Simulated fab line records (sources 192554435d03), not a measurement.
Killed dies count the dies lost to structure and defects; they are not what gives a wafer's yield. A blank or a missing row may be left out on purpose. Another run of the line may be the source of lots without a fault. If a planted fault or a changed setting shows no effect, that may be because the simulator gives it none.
Chamber matching || flow n5Finfet || 4 sister chambers for N5_BEOL_M14_DESCUM_33 on rieDiel-04
The step chemistry O2, time 7.9 s. 4 wafers are shown with their chamber, then 7 later ones without.

WAFERS PAIRED WITH THEIR CHAMBERS
{"wafer": "L090.1", "chamber": 0, "throttleValvePct (%)": 20.47}
{"wafer": "L090.3", "chamber": 3, "throttleValvePct (%)": 20.83}
{"wafer": "L093.1", "chamber": 1, "throttleValvePct (%)": 20.45}
{"wafer": "L093.3", "chamber": 2, "throttleValvePct (%)": 20.22}

WAFERS WHOSE CHAMBER IS MISSING
{"wafer": "L093.5", "throttleValvePct (%)": 20.84}
{"wafer": "L095.2", "throttleValvePct (%)": 20.83}
{"wafer": "L095.3", "throttleValvePct (%)": 20.19}
{"wafer": "L095.5", "throttleValvePct (%)": 20.50}
{"wafer": "L094.1", "throttleValvePct (%)": 20.19}
{"wafer": "L094.2", "throttleValvePct (%)": 20.44}
{"wafer": "L094.5", "throttleValvePct (%)": 20.44}

CHAMBER TAKEN BY EACH
{"wafer": "L093.5", "from the rows above": 3, "in truth": 3}
{"wafer": "L095.2", "from the rows above": 3, "in truth": 3}
{"wafer": "L095.3", "from the rows above": 2, "in truth": 2}
{"wafer": "L095.5", "from the rows above": "can't be placed: 0 or 1", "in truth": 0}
{"wafer": "L094.1", "from the rows above": 2, "in truth": 2}
{"wafer": "L094.2", "from the rows above": "can't be placed: 1 or 0", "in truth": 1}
{"wafer": "L094.5", "from the rows above": "can't be placed: 1 or 0", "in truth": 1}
Placed correctly: 4 of 7. Cannot be placed on the basis of these rows: 3; the candidates contain the true chamber in 3. Wrongly placed: 0.
How it was worked out, from the rows above alone: a wafer's distance from a chamber is the root of the sum, over the readings, of the square of ((its reading less the chamber's mean) divided by the reading's scatter). The wafer belongs to the nearest chamber; if the next one is less than 2 further off, it can't be placed. A chamber's mean is the mean of its shown wafers. The scatter: root of mean squared gap, hidden wafer to nearest shown wafer, with one shown wafer a chamber.
